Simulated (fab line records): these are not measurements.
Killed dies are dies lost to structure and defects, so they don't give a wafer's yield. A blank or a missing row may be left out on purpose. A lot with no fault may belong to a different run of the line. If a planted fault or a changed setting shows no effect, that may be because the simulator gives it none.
fab line records	flow n5Finfet
record: lots: 24	wafers: 72	lastDay: 24
route steps=1938 shown BEOL_M3@995 BEOL_M4@1038
lots with no fault: from the same line, run without faults
startH: hours from the record's first day to the start of the lot's first wafer shown	waitH: how many hours have passed since the lot's step before this one	" repeats the value in the row above	L1.1+2: a single row standing in for several wafers	- no value, or no start was given	* or withheld: withheld	< > ~ a bound
route shown NAME@n: a module of which the file shows steps, and the number in the route of the first	usual: the fault-free wafers' mean and standard deviation	same: alike in all rows	chamber/n: place in a boat	sites: per-site readings	_std_site: standard deviation of those values	_edge_site: outer sites' mean less inner sites'	radiusMm: how far each site lies from the wafer's centre	mask NAME#n: copy n	behind: tool/chamber where the wafer was last shaped	hold: what put the lot on hold/how long, in hours/how the hold closed	device: names the non-switching transistor (n, p or np)	end of line: the tests these same wafers got at the end of their route	step lacking rows: just its recipe	killed: at the first sort, the dies lost to defects and structure; wafer yield is something else	map: a wafer's dies, marking killed ones x, the rest . and places with no die _
set.NAME: setting as actually run; set.NAME@STEP: the setting as run at that earlier step	model.NAME: the simulator's own value behind a step, which no gauge read
a sample of lots followed through the steps of the route, with each step as a table and each wafer as a row
services: a tool's chamber out of use, with start hour (startH, from the record's first day; less than 0 if before it), hours out, and reason
== steps ==
step: N5_BEOL_M3_ANNEAL_49
recipe: tempC: 400	timeS: 240	ambient: vacuum
usual: heaterPowerW: 834/73
lot.wafer	tool	chamber	startH	waitH	heaterPowerW
L075.1	pvdSputter-03	-	251.44	0.0	724
L075.4	"	-	"	"	854
L075.6	"	-	"	"	868
L078.2	pvdSputter-03	-	254.80	0.0	684
L078.4	"	-	"	"	816
L078.6	"	-	"	"	874
L077.2	pvdSputter-02	-	265.97	0.0	924
L077.3	"	-	"	"	846
L077.6	"	-	"	"	779
L084.1	pvdSputter-02	-	272.99	0.0	919
L084.2	"	-	"	"	928
L084.3	"	-	"	"	765
L079.1	pvdSputter-03	-	275.88	0.0	878
L079.2	"	-	"	"	842
L079.3	"	-	"	"	716
L074.2	pvdSputter-01	-	278.82	0.0	695
L074.4	"	-	"	"	843
L074.5	"	-	"	"	845
L076.2	pvdSputter-01	-	298.52	0.0	829
L076.4	"	-	"	"	832
L076.6	"	-	"	"	854
L080.1	pvdSputter-02	-	298.73	0.0	769
L080.5	"	-	"	"	756
L080.6	"	-	"	"	929
L083.1	pvdSputter-01	-	305.06	0.0	839
L083.3	"	-	"	"	966
L083.4	"	-	"	"	689
L081.2	pvdSputter-01	-	310.14	0.0	868
L081.3	"	-	"	"	705
L081.5	"	-	"	"	696
L082.1	pvdSputter-01	-	319.13	0.0	688
L082.5	"	-	"	"	834
L082.6	"	-	"	"	824
L085.1	pvdSputter-03	-	320.45	0.0	855
L085.4	"	-	"	"	886
L085.5	"	-	"	"	903
L087.2	pvdSputter-02	-	326.77	0.0	913
L087.4	"	-	"	"	933
L087.6	"	-	"	"	835
L086.2	pvdSputter-02	-	331.65	0.0	917
L086.3	"	-	"	"	840
L086.4	"	-	"	"	766
L088.3	pvdSputter-03	-	332.95	0.0	858
L088.4	"	-	"	"	713
L088.5	"	-	"	"	829
L089.2	pvdSputter-03	-	334.89	0.0	719
L089.4	"	-	"	"	876
L089.5	"	-	"	"	873
L090.2	pvdSputter-03	-	339.12	0.0	853
L090.5	"	-	"	"	824
L090.6	"	-	"	"	890
L091.2	pvdSputter-03	-	341.32	0.0	707
L091.4	"	-	"	"	859
L091.5	"	-	"	"	875
L093.2	pvdSputter-01	-	373.90	0.0	829
L093.3	"	-	"	"	868
L093.4	"	-	"	"	954
L092.2	pvdSputter-03	-	377.02	0.0	882
L092.3	"	-	"	"	716
L092.4	"	-	"	"	864
L094.3	pvdSputter-02	-	383.77	0.0	826
L094.4	"	-	"	"	915
L094.6	"	-	"	"	824
L095.4	pvdSputter-03	-	383.96	0.0	874
L095.5	"	-	"	"	897
L095.6	"	-	"	"	866
L096.1	pvdSputter-02	-	385.61	0.0	772
L096.2	"	-	"	"	917
L096.6	"	-	"	"	761
L097.1	pvdSputter-03	-	394.52	0.0	854
L097.4	"	-	"	"	712
L097.6	"	-	"	"	706
step: N5_BEOL_M3_ANNEAL_89
recipe: tempC: 400	timeS: 240	ambient: vacuum
usual: heaterPowerW: 834/73
lot.wafer	tool	chamber	startH	waitH	heaterPowerW
L075.1	pvdSputter-03	-	252.32	0.0	716
L075.4	"	-	"	"	867
L075.6	"	-	"	"	866
L078.2	pvdSputter-03	-	255.68	0.0	709
L078.4	"	-	"	"	826
L078.6	"	-	"	"	877
L077.2	pvdSputter-02	-	266.85	0.0	916
L077.3	"	-	"	"	815
L077.6	"	-	"	"	755
L084.1	pvdSputter-02	-	273.87	0.0	910
L084.2	"	-	"	"	919
L084.3	"	-	"	"	759
L079.1	pvdSputter-03	-	276.76	0.0	881
L079.2	"	-	"	"	835
L079.3	"	-	"	"	709
L074.2	pvdSputter-01	-	279.70	0.0	687
L074.4	"	-	"	"	848
L074.5	"	-	"	"	852
L076.2	pvdSputter-01	-	299.40	0.0	838
L076.4	"	-	"	"	841
L076.6	"	-	"	"	837
L080.1	pvdSputter-02	-	299.61	0.0	754
L080.5	"	-	"	"	767
L080.6	"	-	"	"	923
L083.1	pvdSputter-01	-	305.94	0.0	828
L083.3	"	-	"	"	943
L083.4	"	-	"	"	676
L081.2	pvdSputter-01	-	311.02	0.0	833
L081.3	"	-	"	"	695
L081.5	"	-	"	"	684
L082.1	pvdSputter-01	-	320.01	0.0	678
L082.5	"	-	"	"	869
L082.6	"	-	"	"	839
L085.1	pvdSputter-03	-	321.33	0.0	838
L085.4	"	-	"	"	864
L085.5	"	-	"	"	861
L087.2	pvdSputter-02	-	327.65	0.0	922
L087.4	"	-	"	"	909
L087.6	"	-	"	"	850
L086.2	pvdSputter-02	-	332.53	0.0	930
L086.3	"	-	"	"	849
L086.4	"	-	"	"	746
L088.3	pvdSputter-03	-	333.83	0.0	851
L088.4	"	-	"	"	711
L088.5	"	-	"	"	821
L089.2	pvdSputter-03	-	335.77	0.0	711
L089.4	"	-	"	"	858
L089.5	"	-	"	"	888
L090.2	pvdSputter-03	-	340.00	0.0	849
L090.5	"	-	"	"	820
L090.6	"	-	"	"	875
L091.2	pvdSputter-03	-	342.20	0.0	715
L091.4	"	-	"	"	876
L091.5	"	-	"	"	887
L093.2	pvdSputter-01	-	374.78	0.0	842
L093.3	"	-	"	"	810
L093.4	"	-	"	"	956
L092.2	pvdSputter-03	-	377.90	0.0	872
L092.3	"	-	"	"	714
L092.4	"	-	"	"	883
L094.3	pvdSputter-02	-	384.65	0.0	840
L094.4	"	-	"	"	915
L094.6	"	-	"	"	870
L095.4	pvdSputter-03	-	384.84	0.0	869
L095.5	"	-	"	"	897
L095.6	"	-	"	"	848
L096.1	pvdSputter-02	-	386.49	0.0	768
L096.2	"	-	"	"	903
L096.6	"	-	"	"	776
L097.1	pvdSputter-03	-	395.40	0.0	856
L097.4	"	-	"	"	699
L097.6	"	-	"	"	713
step: N5_BEOL_M3_ANNEAL_95
recipe: tempC: 400	timeS: 240	ambient: vacuum
usual: heaterPowerW: 835/71
lot.wafer	tool	chamber	startH	waitH	heaterPowerW
L075.1	pvdSputter-03	-	252.98	0.0	733
L075.4	"	-	"	"	873
L075.6	"	-	"	"	887
L078.2	pvdSputter-03	-	256.34	0.0	717
L078.4	"	-	"	"	825
L078.6	"	-	"	"	887
L077.2	pvdSputter-02	-	267.51	0.0	914
L077.3	"	-	"	"	820
L077.6	"	-	"	"	766
L084.1	pvdSputter-02	-	274.53	0.0	923
L084.2	"	-	"	"	907
L084.3	"	-	"	"	772
L079.1	pvdSputter-03	-	277.42	0.0	860
L079.2	"	-	"	"	841
L079.3	"	-	"	"	724
L074.2	pvdSputter-01	-	280.36	0.0	689
L074.4	"	-	"	"	817
L074.5	"	-	"	"	820
L076.2	pvdSputter-01	-	300.06	0.0	835
L076.4	"	-	"	"	855
L076.6	"	-	"	"	852
L080.1	pvdSputter-02	-	300.27	0.0	754
L080.5	"	-	"	"	766
L080.6	"	-	"	"	932
L083.1	pvdSputter-01	-	306.60	0.0	830
L083.3	"	-	"	"	929
L083.4	"	-	"	"	690
L081.2	pvdSputter-01	-	311.68	0.0	852
L081.3	"	-	"	"	693
L081.5	"	-	"	"	691
L082.1	pvdSputter-01	-	320.67	0.0	714
L082.5	"	-	"	"	858
L082.6	"	-	"	"	851
L085.1	pvdSputter-03	-	321.99	0.0	859
L085.4	"	-	"	"	886
L085.5	"	-	"	"	847
L087.2	pvdSputter-02	-	328.31	0.0	909
L087.4	"	-	"	"	905
L087.6	"	-	"	"	849
L086.2	pvdSputter-02	-	333.19	0.0	911
L086.3	"	-	"	"	845
L086.4	"	-	"	"	756
L088.3	pvdSputter-03	-	334.49	0.0	890
L088.4	"	-	"	"	710
L088.5	"	-	"	"	816
L089.2	pvdSputter-03	-	336.43	0.0	736
L089.4	"	-	"	"	856
L089.5	"	-	"	"	875
L090.2	pvdSputter-03	-	340.66	0.0	861
L090.5	"	-	"	"	839
L090.6	"	-	"	"	863
L091.2	pvdSputter-03	-	342.86	0.0	712
L091.4	"	-	"	"	859
L091.5	"	-	"	"	885
L093.2	pvdSputter-01	-	375.44	0.0	859
L093.3	"	-	"	"	838
L093.4	"	-	"	"	941
L092.2	pvdSputter-03	-	378.56	0.0	876
L092.3	"	-	"	"	711
L092.4	"	-	"	"	899
L094.3	pvdSputter-02	-	385.31	0.0	826
L094.4	"	-	"	"	888
L094.6	"	-	"	"	819
L095.4	pvdSputter-03	-	385.50	0.0	873
L095.5	"	-	"	"	857
L095.6	"	-	"	"	889
L096.1	pvdSputter-02	-	387.15	0.0	759
L096.2	"	-	"	"	908
L096.6	"	-	"	"	780
L097.1	pvdSputter-03	-	396.06	0.0	869
L097.4	"	-	"	"	729
L097.6	"	-	"	"	714
step: N5_BEOL_M3_SPUTTER_96
recipe: material: Cu	targetThkA: 45	tempC: -20	chamberPressurePa: 0.07	powerW: withheld	timeS: 8.29
usual: chamberPressurePa: 0.06999/0.00014	throttleValvePct: 30.0/1
lot.wafer	tool	chamber	startH	waitH	chamberPressurePa	throttleValvePct
L075.1	pvdSputter-03	-	253.12	0.1	0.07023	29.7
L075.4	"	-	"	"	0.06994	31.0
L075.6	"	-	"	"	0.06978	31.0
L078.2	pvdSputter-03	-	256.48	0.1	0.06988	29.8
L078.4	"	-	"	"	0.06998	29.9
L078.6	"	-	"	"	0.07	29.8
L077.2	pvdSputter-02	-	267.65	0.1	0.07015	31.3
L077.3	"	-	"	"	0.06997	30.3
L077.6	"	-	"	"	0.06993	30.2
L084.1	pvdSputter-02	-	274.67	0.1	0.0701	31.1
L084.2	"	-	"	"	0.07001	31.1
L084.3	"	-	"	"	0.07009	29.8
L079.1	pvdSputter-03	-	277.56	0.1	0.0698	31.0
L079.2	"	-	"	"	0.06989	30.1
L079.3	"	-	"	"	0.07004	29.7
L074.2	pvdSputter-01	-	280.50	0.1	0.06988	30.9
L074.4	"	-	"	"	0.06991	27.4
L074.5	"	-	"	"	0.07004	27.2
L076.2	pvdSputter-01	-	300.20	0.1	0.06973	27.3
L076.4	"	-	"	"	0.06982	28.8
L076.6	"	-	"	"	0.0702	28.6
L080.1	pvdSputter-02	-	300.41	0.1	0.06986	30.2
L080.5	"	-	"	"	0.06993	29.9
L080.6	"	-	"	"	0.06996	31.1
L083.1	pvdSputter-01	-	306.74	0.1	0.07005	27.4
L083.3	"	-	"	"	0.06997	28.9
L083.4	"	-	"	"	0.07002	31.0
L081.2	pvdSputter-01	-	311.82	0.1	0.07006	28.7
L081.3	"	-	"	"	0.06991	31.1
L081.5	"	-	"	"	0.07002	30.7
L082.1	pvdSputter-01	-	320.81	0.1	0.06992	30.9
L082.5	"	-	"	"	0.0701	28.4
L082.6	"	-	"	"	0.07001	27.2
L085.1	pvdSputter-03	-	322.13	0.1	0.07004	31.0
L085.4	"	-	"	"	0.06978	29.8
L085.5	"	-	"	"	0.07001	31.0
L087.2	pvdSputter-02	-	328.45	0.1	0.06991	31.5
L087.4	"	-	"	"	0.0702	31.1
L087.6	"	-	"	"	0.06992	30.2
L086.2	pvdSputter-02	-	333.33	0.1	0.06998	31.2
L086.3	"	-	"	"	0.06991	30.2
L086.4	"	-	"	"	0.0699	29.9
L088.3	pvdSputter-03	-	334.63	0.1	0.06999	31.2
L088.4	"	-	"	"	0.06998	29.8
L088.5	"	-	"	"	0.06965	30.1
L089.2	pvdSputter-03	-	336.57	0.1	0.07006	29.8
L089.4	"	-	"	"	0.06984	29.6
L089.5	"	-	"	"	0.07001	29.7
L090.2	pvdSputter-03	-	340.80	0.1	0.06987	31.3
L090.5	"	-	"	"	0.07038	30.1
L090.6	"	-	"	"	0.07008	29.8
L091.2	pvdSputter-03	-	343.00	0.1	0.06998	29.9
L091.4	"	-	"	"	0.06999	31.0
L091.5	"	-	"	"	0.07008	29.7
L093.2	pvdSputter-01	-	375.58	0.1	0.07001	27.3
L093.3	"	-	"	"	0.07013	28.6
L093.4	"	-	"	"	0.07016	28.7
L092.2	pvdSputter-03	-	378.70	0.1	0.07006	31.1
L092.3	"	-	"	"	0.06991	29.7
L092.4	"	-	"	"	0.07007	29.9
L094.3	pvdSputter-02	-	385.45	0.1	0.06996	30.2
L094.4	"	-	"	"	0.06991	31.2
L094.6	"	-	"	"	0.06974	30.1
L095.4	pvdSputter-03	-	385.64	0.1	0.07001	31.2
L095.5	"	-	"	"	0.07006	29.8
L095.6	"	-	"	"	0.06979	31.0
L096.1	pvdSputter-02	-	387.29	0.1	0.07013	30.1
L096.2	"	-	"	"	0.06976	31.2
L096.6	"	-	"	"	0.07012	30.0
L097.1	pvdSputter-03	-	396.20	0.1	0.07014	30.8
L097.4	"	-	"	"	0.06994	29.7
L097.6	"	-	"	"	0.07	29.9
step: N5_BEOL_M4_ETCH_74
recipe: chemistry: N2/H2	target: underlayer	targetDepthA: 65	maskMaterial: CAR-EUV	timeS: 5.2	ionEnergyEv: 200	pressureMtorr: 30	sourceW: 840	biasW: 150	n2FlowSccm: 200	h2FlowSccm: 200	ends: cleared
usual: drypumpMotorCurrentA: 5.8/0.45	etchRfOnTimeS: 5.23/0.16	h2FlowSccm: 200.1/0.63	oesProductAu: 0.67/0.071	rfVppV: 524/3.1	showerheadPlenumPTorr: 2.54/0.1	throttleValvePct: 17.86/0.17
lot.wafer	tool	chamber	startH	waitH	drypumpMotorCurrentA	etchRfOnTimeS	h2FlowSccm	oesProductAu	rfHoursCounterH	rfVppV	showerheadPlenumPTorr	throttleValvePct
L075.1	rieDiel-06	0	257.04	0.0	5.0	5.05	200.0	0.78	32	526	2.60	17.73
L075.4	"	3	"	"	6.0	5.13	199.4	0.64	175	517	2.33	18.01
L075.6	"	1	"	"	6.1	5.12	199.8	0.78	-	523	2.49	17.91
L078.2	rieDiel-03	3	259.09	0.0	6.0	5.18	200.6	0.58	248	520	2.39	18.09
L078.4	"	1	"	"	5.4	5.12	200.3	0.63	187	525	2.64	17.62
L078.6	"	1	"	"	5.5	5.18	200.1	0.63	-	524	2.64	17.63
L077.2	rieDiel-03	2	272.53	0.0	5.9	5.23	199.8	0.60	222	522	2.41	17.82
L077.3	"	1	"	"	5.5	5.11	199.5	0.63	193	525	2.64	17.65
L077.6	"	2	"	"	5.9	5.30	199.6	0.59	-	520	2.41	17.82
L084.1	rieDiel-02	1	278.17	0.0	6.2	5.63	200.6	0.65	94	529	2.69	17.61
L084.2	"	0	"	"	6.5	5.58	198.6	0.69	63	526	2.58	17.81
L084.3	"	3	"	"	5.3	5.10	199.9	0.74	50	523	2.57	17.78
L079.1	rieDiel-06	3	281.71	0.0	6.0	5.20	199.8	0.62	186	517	2.33	18.02
L079.2	"	0	"	"	5.0	5.19	200.2	0.75	42	523	2.59	17.74
L079.3	"	2	"	"	5.1	5.35	201.2	0.59	222	522	2.50	18.21
L074.2	rieDiel-02	0	283.13	0.0	6.5	5.49	200.0	0.68	65	524	2.57	17.82
L074.4	"	3	"	"	5.2	5.06	200.3	0.73	52	525	2.57	17.77
L074.5	"	3	"	"	5.2	5.12	201.5	0.74	-	525	2.57	17.77
L076.2	rieDiel-06	3	302.86	0.0	6.0	5.23	200.4	0.62	194	518	2.32	18.01
L076.4	"	2	"	"	5.1	5.38	199.2	0.59	230	524	2.50	18.21
L076.6	"	3	"	"	6.0	5.26	199.6	0.62	-	518	2.32	18.03
L080.1	rieDiel-03	1	302.94	0.0	5.5	5.07	200.8	0.63	206	526	2.63	17.64
L080.5	"	0	"	"	6.1	5.30	201.4	0.60	-	524	2.50	17.98
L080.6	"	1	"	"	5.5	5.08	200.3	0.62	-	525	2.63	17.66
L083.1	rieDiel-06	0	309.52	0.0	5.1	5.14	200.1	0.75	52	525	2.59	17.77
L083.3	"	2	"	"	5.1	5.36	199.9	0.59	232	522	2.50	18.20
L083.4	"	1	"	"	6.1	5.23	199.7	0.75	38	522	2.49	17.95
L081.2	rieDiel-03	1	315.96	0.0	5.5	5.00	201.5	0.63	210	525	2.63	17.67
L081.3	"	2	"	"	5.9	5.17	200.4	0.60	239	519	2.40	17.84
L081.5	"	1	"	"	5.4	5.07	200.9	0.63	-	524	2.63	17.67
L082.1	rieDiel-03	2	323.82	0.0	5.9	5.30	199.8	0.58	241	518	2.40	17.87
L082.5	"	0	"	"	6.1	5.38	199.8	0.58	-	524	2.50	18.02
L082.6	"	1	"	"	5.4	5.15	200.3	0.62	-	526	2.63	17.67
L085.1	rieDiel-02	3	325.00	0.0	5.3	5.05	198.4	0.71	66	523	2.57	17.78
L085.4	"	0	"	"	6.5	5.45	199.9	0.67	79	524	2.57	17.84
L085.5	"	2	"	"	5.7	5.09	200.7	0.73	-	522	2.58	17.89
L087.2	rieDiel-02	1	332.45	0.0	6.2	5.49	199.1	0.64	113	527	2.68	17.67
L087.4	"	0	"	"	6.5	5.46	200.1	0.66	82	524	2.57	17.85
L087.6	"	0	"	"	6.5	5.46	200.1	0.66	-	523	2.57	17.84
L086.2	rieDiel-06	2	337.65	0.0	5.1	5.39	199.9	0.58	239	522	2.50	18.23
L086.3	"	3	"	"	6.0	5.23	200.1	0.61	204	517	2.32	18.04
L086.4	"	0	"	"	5.0	5.10	199.1	0.74	59	524	2.58	17.78
L088.3	rieDiel-03	0	338.55	0.0	6.1	5.36	199.8	0.58	204	524	2.50	17.99
L088.4	"	3	"	"	6.0	5.01	200.3	0.82	17	528	2.70	17.59
L088.5	"	3	"	"	6.0	4.97	199.6	0.80	-	528	2.70	17.61
L089.2	rieDiel-02	3	339.00	0.0	5.2	5.08	199.4	0.71	71	525	2.57	17.80
L089.4	"	2	"	"	5.7	5.14	199.1	0.73	58	526	2.58	17.92
L089.5	"	0	"	"	6.5	5.48	200.4	0.66	-	524	2.57	17.86
L090.2	rieDiel-06	2	344.14	0.0	5.1	5.32	199.1	0.58	241	524	2.49	18.23
L090.5	"	2	"	"	5.1	5.32	199.3	0.58	-	523	2.50	18.25
L090.6	"	0	"	"	5.1	5.11	199.6	0.75	-	525	2.58	17.78
L091.2	rieDiel-06	3	347.33	0.0	6.0	5.24	200.7	0.60	207	517	2.32	18.02
L091.4	"	2	"	"	5.2	5.38	199.9	0.59	-	523	2.49	18.24
L091.5	"	0	"	"	5.1	5.04	200.2	0.74	-	526	2.58	17.79
L093.2	rieDiel-02	0	380.09	0.0	6.5	5.50	199.3	0.65	98	524	2.56	17.88
L093.3	"	2	"	"	5.7	5.12	198.7	0.71	71	527	2.58	17.94
L093.4	"	3	"	"	5.2	5.11	200.1	0.69	84	524	2.56	17.83
L092.2	rieDiel-06	3	381.44	0.0	5.9	5.22	200.0	0.60	220	519	2.31	18.06
L092.3	"	0	"	"	5.0	5.14	200.9	0.72	76	524	2.58	17.80
L092.4	"	0	"	"	5.0	5.10	200.3	0.73	-	524	2.58	17.80
L094.3	rieDiel-02	2	387.92	0.0	5.7	5.18	199.8	0.70	74	525	2.58	17.94
L094.4	"	3	"	"	5.2	5.10	201.7	0.69	87	525	2.56	17.85
L094.6	"	2	"	"	5.7	5.13	198.8	0.71	-	524	2.57	17.95
L095.4	rieDiel-03	2	388.00	0.0	5.9	5.23	200.6	0.81	8	529	2.71	17.45
L095.5	"	2	"	"	5.9	5.21	200.1	0.81	-	530	2.71	17.43
L095.6	"	3	"	"	6.0	4.95	200.0	0.78	-	529	2.69	17.65
L096.1	rieDiel-03	1	390.86	0.0	5.5	5.15	200.6	0.60	241	525	2.61	17.73
L096.2	"	2	"	"	5.9	5.16	199.4	0.80	9	527	2.71	17.47
L096.6	"	0	"	"	6.1	5.32	199.8	0.58	-	523	2.49	18.06
L097.1	rieDiel-02	1	399.45	0.0	6.1	5.46	199.5	0.63	136	528	2.67	17.71
L097.4	"	2	"	"	5.7	5.17	199.7	0.70	79	523	2.57	17.93
L097.6	"	3	"	"	5.2	5.10	200.5	0.69	-	525	2.56	17.85
step: N5_BEOL_M4_HM_OPEN_17
recipe: chemistry: Cl2/BCl3	targetDepthA: 200	overetchA: 60	target: TiN	maskMaterial: SOC	ionEnergyEv: 150	pressureMtorr: 10	icpW: 1000	biasW: 126	Cl2_flow_sccm: 53.25	bcl3FlowSccm: 21.75	Ar_flow_sccm: 25
usual: bcl3FlowSccm: 21.74/0.07	drypumpMotorCurrentA: 5.6/0.4	oesProductAu: 0.68/0.082	throttleValvePct: 22.1/0.3
lot.wafer	tool	chamber	startH	waitH	bcl3FlowSccm	drypumpMotorCurrentA	oesProductAu	rfHoursCounterH	throttleValvePct
L075.1	rieMetal-02	1	257.26	0.0	21.62	5.9	0.76	10	22.1
L075.4	"	0	"	"	21.80	5.9	0.56	-	21.9
L075.6	"	0	"	"	21.76	5.9	0.57	-	21.9
L078.2	rieMetal-02	1	259.77	0.5	21.69	5.9	0.75	10	22.0
L078.4	"	1	"	"	21.68	5.9	0.74	-	22.1
L078.6	"	0	"	"	21.75	5.8	0.55	-	21.9
L077.2	rieMetal-03	1	272.79	0.1	21.72	5.5	0.60	-	22.5
L077.3	"	1	"	"	21.75	5.5	0.61	-	22.5
L077.6	"	1	"	"	21.73	5.5	0.60	-	22.5
L084.1	rieMetal-02	0	279.74	1.4	21.68	5.8	0.56	106	21.9
L084.2	"	1	"	"	21.77	5.9	0.73	14	22.1
L084.3	"	1	"	"	21.73	6.0	0.73	-	22.1
L079.1	rieMetal-01	0	281.93	0.0	21.77	5.8	0.75	9	21.9
L079.2	"	1	"	"	21.73	4.9	0.66	42	22.0
L079.3	"	1	"	"	21.77	4.9	0.67	-	22.0
L074.2	rieMetal-03	0	283.47	0.2	21.70	6.1	0.82	1	21.8
L074.4	"	1	"	"	21.76	5.5	0.59	-	22.6
L074.5	"	1	"	"	21.87	5.4	0.59	-	22.6
L076.2	rieMetal-02	1	303.07	0.0	21.78	6.0	0.72	17	22.1
L076.4	"	1	"	"	21.84	5.9	0.73	-	22.1
L076.6	"	1	"	"	21.79	6.0	0.73	-	22.1
L080.1	rieMetal-03	1	303.16	0.0	21.86	5.5	0.59	76	22.6
L080.5	"	1	"	"	21.74	5.5	0.59	-	22.6
L080.6	"	0	"	"	21.61	6.1	0.80	-	21.8
L083.1	rieMetal-03	1	309.74	0.0	21.71	5.5	0.59	76	22.6
L083.3	"	1	"	"	21.73	5.5	0.59	-	22.6
L083.4	"	0	"	"	21.70	6.1	0.81	-	21.7
L081.2	rieMetal-01	1	316.27	0.1	21.77	4.9	0.64	-	22.0
L081.3	"	1	"	"	21.68	4.9	0.64	-	22.0
L081.5	"	1	"	"	21.82	4.9	0.64	-	22.0
L082.1	rieMetal-03	0	324.05	0.0	21.75	6.1	0.79	4	21.7
L082.5	"	1	"	"	21.73	5.4	0.59	-	22.6
L082.6	"	0	"	"	21.90	6.1	0.79	-	21.7
L085.1	rieMetal-03	1	325.22	0.0	21.69	5.5	0.61	78	22.6
L085.4	"	1	"	"	21.73	5.5	0.60	-	22.5
L085.5	"	0	"	"	21.79	6.1	0.79	-	21.7
L087.2	rieMetal-01	1	332.71	0.1	21.75	5.0	0.64	-	22.0
L087.4	"	1	"	"	21.82	5.0	0.64	-	22.0
L087.6	"	1	"	"	21.81	4.9	0.65	-	22.0
L086.2	rieMetal-03	0	337.90	0.1	21.71	6.1	0.78	5	21.7
L086.3	"	0	"	"	21.63	6.1	0.78	-	21.7
L086.4	"	1	"	"	21.82	5.5	0.59	-	22.6
L088.3	rieMetal-01	0	338.79	0.1	21.78	5.8	0.72	-	21.9
L088.4	"	1	"	"	21.65	5.0	0.64	-	22.0
L088.5	"	0	"	"	21.76	5.8	0.72	-	21.9
L089.2	rieMetal-03	0	339.22	0.0	21.79	6.1	0.78	5	21.7
L089.4	"	0	"	"	21.74	6.1	0.79	-	21.7
L089.5	"	1	"	"	21.85	5.5	0.59	-	22.6
L090.2	rieMetal-03	1	346.01	1.7	21.78	5.6	0.60	80	22.6
L090.5	"	0	"	"	21.77	6.1	0.78	-	21.7
L090.6	"	1	"	"	21.80	5.5	0.60	-	22.5
L091.2	rieMetal-03	0	347.54	0.0	21.76	6.0	0.77	6	21.8
L091.4	"	0	"	"	21.66	6.1	0.77	-	21.7
L091.5	"	1	"	"	21.83	5.5	0.58	-	22.6
L093.2	rieMetal-01	0	380.31	0.0	21.83	5.8	0.72	16	21.9
L093.3	"	0	"	"	21.81	5.8	0.72	-	21.9
L093.4	"	1	"	"	21.64	4.9	0.64	-	22.0
L092.2	rieMetal-01	0	381.66	0.0	21.81	5.8	0.71	16	21.9
L092.3	"	0	"	"	21.71	5.8	0.71	-	21.9
L092.4	"	1	"	"	21.69	4.9	0.64	-	22.0
L094.3	rieMetal-02	1	388.17	0.1	21.76	5.9	0.70	-	22.1
L094.4	"	0	"	"	21.72	5.8	0.77	-	21.7
L094.6	"	0	"	"	21.83	5.8	0.77	-	21.7
L095.4	rieMetal-01	1	388.25	0.1	21.65	4.9	0.63	-	22.0
L095.5	"	1	"	"	21.72	4.8	0.64	-	22.0
L095.6	"	0	"	"	21.72	5.8	0.72	-	21.9
L096.1	rieMetal-03	0	391.08	0.0	21.71	6.1	0.76	8	21.8
L096.2	"	1	"	"	21.62	5.5	0.59	82	22.6
L096.6	"	0	"	"	21.80	6.1	0.77	-	21.8
L097.1	rieMetal-02	0	399.67	0.0	21.64	5.8	0.77	5	21.8
L097.4	"	0	"	"	21.80	5.9	0.76	-	21.7
L097.6	"	1	"	"	21.71	5.9	0.69	-	22.1
== services ==
tool	chamber	startH	hours	kind
rieMetal-01	1	228.48	6.0	repair
rieMetal-01	-	232.35	44.6	repair
rieDiel-03	-	242.91	2.8	pm
pvdSputter-01	-	243.28	2.7	repair
rieDiel-02	2	248.45	4.3	repair
rieMetal-03	0	257.85	-	clean
rieMetal-03	0	257.85	23.2	scheduledDown
rieMetal-03	0	257.85	23.2	ventCycle
rieDiel-03	3	265.72	-	clean
rieDiel-03	3	265.72	-	consumableReplace:focusRing
rieDiel-03	3	265.72	-	consumableReplace:showerhead
rieDiel-03	3	265.72	20.1	scheduledDown
rieDiel-03	3	265.72	20.1	ventCycle
rieMetal-02	0	306.59	4.5	repair
rieMetal-01	0	310.53	26.1	repair
rieDiel-03	-	317.07	1.1	repair
rieDiel-02	-	322.47	0.1	repair
rieMetal-02	-	341.69	0.2	repair
rieDiel-06	1	343.30	4.5	repair
rieDiel-03	2	345.47	-	clean
rieDiel-03	2	345.47	-	consumableReplace:focusRing
rieDiel-03	2	345.47	-	consumableReplace:showerhead
rieDiel-06	1	355.00	6.7	repair
rieDiel-02	-	374.32	0.4	repair
== key ==
fault none
